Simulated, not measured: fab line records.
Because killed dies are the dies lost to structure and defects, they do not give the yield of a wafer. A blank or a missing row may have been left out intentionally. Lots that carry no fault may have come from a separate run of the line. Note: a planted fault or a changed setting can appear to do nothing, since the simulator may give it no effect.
Lot-split experiment || flow n5Finfet || on a route of 1938 steps: 7 lots, 39 wafers read

THE SPLIT ITSELF
At N5_HKMG_FIN_CVD_62 (deposits a-Si from Si2H6, target thk 3 nm, time 20.8 s), the setting timeS was moved away from the recipe's 20.8 s on 6 of the 39 wafers read, by -57.2% to +44.9%. The other wafers ran this setting at the recipe's value.

Reading taken at the split's own step.

THE READING
a-Si_of_HKMG_FIN_CVD_62.thkNm (the simulator's own value, which no gauge read), in nm, at N5_HKMG_FIN_CVD_62 (deposits a-Si from Si2H6, target thk 3 nm, time 20.8 s). The file does not state a usual value for it. Here, 33 wafers ran the recipe; their average is 2.9 nm with a standard deviation of 0.14 nm.

{"wafer": "L074.1", "tool, chamber at the split": "thermalCvdSi-02, 0,2,0", "timeS as run, s": 20.8, "against the recipe": "recipe", "a-Si_of_HKMG_FIN_CVD_62.thkNm, nm": 3, "against lot-mates on the recipe": "-"}
{"wafer": "L074.4", "tool, chamber at the split": "thermalCvdSi-02, 0,2,0", "timeS as run, s": 20.8, "against the recipe": "recipe", "a-Si_of_HKMG_FIN_CVD_62.thkNm, nm": 3, "against lot-mates on the recipe": "-"}
{"wafer": "L074.6", "tool, chamber at the split": "thermalCvdSi-02, 0,2,0", "timeS as run, s": 20.8, "against the recipe": "recipe", "a-Si_of_HKMG_FIN_CVD_62.thkNm, nm": 3, "against lot-mates on the recipe": "-"}
{"wafer": "L074.2", "tool, chamber at the split": "thermalCvdSi-02, 1,2,1", "timeS as run, s": 20.8, "against the recipe": "recipe", "a-Si_of_HKMG_FIN_CVD_62.thkNm, nm": 2.8, "against lot-mates on the recipe": "-"}
{"wafer": "L074.3", "tool, chamber at the split": "thermalCvdSi-02, 1,2,1", "timeS as run, s": 20.8, "against the recipe": "recipe", "a-Si_of_HKMG_FIN_CVD_62.thkNm, nm": 2.8, "against lot-mates on the recipe": "-"}
{"wafer": "L074.5", "tool, chamber at the split": "thermalCvdSi-02, 1,2,1", "timeS as run, s": 20.8, "against the recipe": "recipe", "a-Si_of_HKMG_FIN_CVD_62.thkNm, nm": 2.8, "against lot-mates on the recipe": "-"}
{"wafer": "L079.1", "tool, chamber at the split": "thermalCvdSi-01, 2,0", "timeS as run, s": 20.8, "against the recipe": "recipe", "a-Si_of_HKMG_FIN_CVD_62.thkNm, nm": 3, "against lot-mates on the recipe": "-"}
{"wafer": "L079.4", "tool, chamber at the split": "thermalCvdSi-01, 2,0", "timeS as run, s": 20.8, "against the recipe": "recipe", "a-Si_of_HKMG_FIN_CVD_62.thkNm, nm": 3, "against lot-mates on the recipe": "-"}
{"wafer": "L079.2", "tool, chamber at the split": "thermalCvdSi-01, 1", "timeS as run, s": 20.8, "against the recipe": "recipe", "a-Si_of_HKMG_FIN_CVD_62.thkNm, nm": 2.8, "against lot-mates on the recipe": "-"}
{"wafer": "L082.1", "tool, chamber at the split": "thermalCvdSi-02, 0,1,2,2", "timeS as run, s": 20.8, "against the recipe": "recipe", "a-Si_of_HKMG_FIN_CVD_62.thkNm, nm": 2.8, "against lot-mates on the recipe": "-"}
{"wafer": "L082.2", "tool, chamber at the split": "thermalCvdSi-02, 0,1,2,2", "timeS as run, s": 20.8, "against the recipe": "recipe", "a-Si_of_HKMG_FIN_CVD_62.thkNm, nm": 2.8, "against lot-mates on the recipe": "-"}
{"wafer": "L082.3", "tool, chamber at the split": "thermalCvdSi-02, 0,1,2,2", "timeS as run, s": 20.8, "against the recipe": "recipe", "a-Si_of_HKMG_FIN_CVD_62.thkNm, nm": 2.8, "against lot-mates on the recipe": "-"}
{"wafer": "L082.5", "tool, chamber at the split": "thermalCvdSi-02, 0,1,2,2", "timeS as run, s": 20.8, "against the recipe": "recipe", "a-Si_of_HKMG_FIN_CVD_62.thkNm, nm": 2.8, "against lot-mates on the recipe": "-"}
{"wafer": "L082.4", "tool, chamber at the split": "thermalCvdSi-02, 1,0", "timeS as run, s": 20.8, "against the recipe": "recipe", "a-Si_of_HKMG_FIN_CVD_62.thkNm, nm": 3, "against lot-mates on the recipe": "-"}
{"wafer": "L082.6", "tool, chamber at the split": "thermalCvdSi-02, 1,0", "timeS as run, s": 20.8, "against the recipe": "recipe", "a-Si_of_HKMG_FIN_CVD_62.thkNm, nm": 3, "against lot-mates on the recipe": "-"}
{"wafer": "L085.1", "tool, chamber at the split": "thermalCvdSi-01, 2,0", "timeS as run, s": 30.14, "against the recipe": "+44.9%", "a-Si_of_HKMG_FIN_CVD_62.thkNm, nm": 4.4, "against lot-mates on the recipe": "+1.4"}
{"wafer": "L085.2", "tool, chamber at the split": "thermalCvdSi-01, 2,0", "timeS as run, s": 30.14, "against the recipe": "+44.9%", "a-Si_of_HKMG_FIN_CVD_62.thkNm, nm": 4.4, "against lot-mates on the recipe": "+1.4"}
{"wafer": "L085.3", "tool, chamber at the split": "thermalCvdSi-01, 1,1,2", "timeS as run, s": 20.8, "against the recipe": "recipe", "a-Si_of_HKMG_FIN_CVD_62.thkNm, nm": 3, "against lot-mates on the recipe": "-"}
{"wafer": "L085.4", "tool, chamber at the split": "thermalCvdSi-01, 1,1,2", "timeS as run, s": 20.8, "against the recipe": "recipe", "a-Si_of_HKMG_FIN_CVD_62.thkNm, nm": 3, "against lot-mates on the recipe": "-"}
{"wafer": "L085.5", "tool, chamber at the split": "thermalCvdSi-01, 1,1,2", "timeS as run, s": 20.8, "against the recipe": "recipe", "a-Si_of_HKMG_FIN_CVD_62.thkNm, nm": 3, "against lot-mates on the recipe": "-"}
{"wafer": "L085.6", "tool, chamber at the split": "thermalCvdSi-01, 0", "timeS as run, s": 30.14, "against the recipe": "+44.9%", "a-Si_of_HKMG_FIN_CVD_62.thkNm, nm": 4.6, "against lot-mates on the recipe": "+1.6"}
{"wafer": "L087.1", "tool, chamber at the split": "thermalCvdSi-01, 2,0,1", "timeS as run, s": 8.907, "against the recipe": "-57.2%", "a-Si_of_HKMG_FIN_CVD_62.thkNm, nm": 1.4, "against lot-mates on the recipe": -1.7}
{"wafer": "L087.3", "tool, chamber at the split": "thermalCvdSi-01, 2,0,1", "timeS as run, s": 8.907, "against the recipe": "-57.2%", "a-Si_of_HKMG_FIN_CVD_62.thkNm, nm": 1.4, "against lot-mates on the recipe": -1.7}
{"wafer": "L087.4", "tool, chamber at the split": "thermalCvdSi-01, 2,0,1", "timeS as run, s": 8.907, "against the recipe": "-57.2%", "a-Si_of_HKMG_FIN_CVD_62.thkNm, nm": 1.4, "against lot-mates on the recipe": -1.7}
{"wafer": "L087.2", "tool, chamber at the split": "thermalCvdSi-01, 1,0", "timeS as run, s": 20.8, "against the recipe": "recipe", "a-Si_of_HKMG_FIN_CVD_62.thkNm, nm": 3, "against lot-mates on the recipe": "-"}
{"wafer": "L087.5", "tool, chamber at the split": "thermalCvdSi-01, 1,0", "timeS as run, s": 20.8, "against the recipe": "recipe", "a-Si_of_HKMG_FIN_CVD_62.thkNm, nm": 3, "against lot-mates on the recipe": "-"}
{"wafer": "L087.6", "tool, chamber at the split": "thermalCvdSi-01, 2", "timeS as run, s": 20.8, "against the recipe": "recipe", "a-Si_of_HKMG_FIN_CVD_62.thkNm, nm": 3.2, "against lot-mates on the recipe": "-"}
{"wafer": "L096.1", "tool, chamber at the split": "thermalCvdSi-02, 1,0,0", "timeS as run, s": 20.8, "against the recipe": "recipe", "a-Si_of_HKMG_FIN_CVD_62.thkNm, nm": 2.8, "against lot-mates on the recipe": "-"}
{"wafer": "L096.2", "tool, chamber at the split": "thermalCvdSi-02, 1,0,0", "timeS as run, s": 20.8, "against the recipe": "recipe", "a-Si_of_HKMG_FIN_CVD_62.thkNm, nm": 2.8, "against lot-mates on the recipe": "-"}
{"wafer": "L096.4", "tool, chamber at the split": "thermalCvdSi-02, 1,0,0", "timeS as run, s": 20.8, "against the recipe": "recipe", "a-Si_of_HKMG_FIN_CVD_62.thkNm, nm": 2.8, "against lot-mates on the recipe": "-"}
{"wafer": "L096.3", "tool, chamber at the split": "thermalCvdSi-02, 2", "timeS as run, s": 20.8, "against the recipe": "recipe", "a-Si_of_HKMG_FIN_CVD_62.thkNm, nm": 3, "against lot-mates on the recipe": "-"}
{"wafer": "L096.5", "tool, chamber at the split": "thermalCvdSi-02, 2", "timeS as run, s": 20.8, "against the recipe": "recipe", "a-Si_of_HKMG_FIN_CVD_62.thkNm, nm": 3, "against lot-mates on the recipe": "-"}
{"wafer": "L096.6", "tool, chamber at the split": "thermalCvdSi-02, 1", "timeS as run, s": 20.8, "against the recipe": "recipe", "a-Si_of_HKMG_FIN_CVD_62.thkNm, nm": 2.6, "against lot-mates on the recipe": "-"}
{"wafer": "L097.1", "tool, chamber at the split": "thermalCvdSi-01, 0,1,0", "timeS as run, s": 20.8, "against the recipe": "recipe", "a-Si_of_HKMG_FIN_CVD_62.thkNm, nm": 3.2, "against lot-mates on the recipe": "-"}
{"wafer": "L097.3", "tool, chamber at the split": "thermalCvdSi-01, 0,1,0", "timeS as run, s": 20.8, "against the recipe": "recipe", "a-Si_of_HKMG_FIN_CVD_62.thkNm, nm": 3.2, "against lot-mates on the recipe": "-"}
{"wafer": "L097.4", "tool, chamber at the split": "thermalCvdSi-01, 0,1,0", "timeS as run, s": 20.8, "against the recipe": "recipe", "a-Si_of_HKMG_FIN_CVD_62.thkNm, nm": 3.2, "against lot-mates on the recipe": "-"}
{"wafer": "L097.2", "tool, chamber at the split": "thermalCvdSi-01, 2,2,1", "timeS as run, s": 20.8, "against the recipe": "recipe", "a-Si_of_HKMG_FIN_CVD_62.thkNm, nm": 3, "against lot-mates on the recipe": "-"}
{"wafer": "L097.5", "tool, chamber at the split": "thermalCvdSi-01, 2,2,1", "timeS as run, s": 20.8, "against the recipe": "recipe", "a-Si_of_HKMG_FIN_CVD_62.thkNm, nm": 3, "against lot-mates on the recipe": "-"}
{"wafer": "L097.6", "tool, chamber at the split": "thermalCvdSi-01, 2,2,1", "timeS as run, s": 20.8, "against the recipe": "recipe", "a-Si_of_HKMG_FIN_CVD_62.thkNm, nm": 3, "against lot-mates on the recipe": "-"}
Rows listing several chambers each stand for several wafers; the file does not say which wafer went through which chamber.

THE FIT
A straight line over all 39 wafers: a-Si_of_HKMG_FIN_CVD_62.thkNm changes by +0.0297 nm for each +1% of timeS; r = +0.97; the points scatter about the line by 0.15 nm.
The same after taking each lot's own level away (the mean of its wafers on the recipe; 39 wafers): +0.0305 nm for each +1%; r = +0.99; scatter 0.1 nm.
On that fit, the largest move of timeS shifts the reading by 1.7 nm.
Across the lots, their own levels run from 2.83 to 3.10 nm, a range of 1.9 times the standard deviation given above.
Consequently the slope shifts little with the lot-to-lot level, the two slopes agreeing.
Check: with one of the wafers moved furthest among these (-57.2%) left out of the fit, the line predicts -1.75 nm for it against its lot-mates. It came out at -1.67 nm against them.

THESE WAFERS: OTHER SPLITS
Before the reading, these wafers also passed through other splits. Each is held against what the fit with the lots' levels taken away leaves over:
{"other split on the same wafers": "N5_FIN_SAQP_HM_DEP_03 timeS", "wafers away from the commonest value": 15, "r with a-Si_of_HKMG_FIN_CVD_62.thkNm (lot level and that fit taken away)": -0.21}
{"other split on the same wafers": "N5_DUMMY_GATE_HM_DEP_06 targetThkA", "wafers away from the commonest value": 30, "r with a-Si_of_HKMG_FIN_CVD_62.thkNm (lot level and that fit taken away)": "+0.00"}

THE FILE'S OWN FIT
a-Si_of_HKMG_FIN_CVD_62.thkNm changes by +0.0305 nm for each +1% of timeS, r = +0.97.
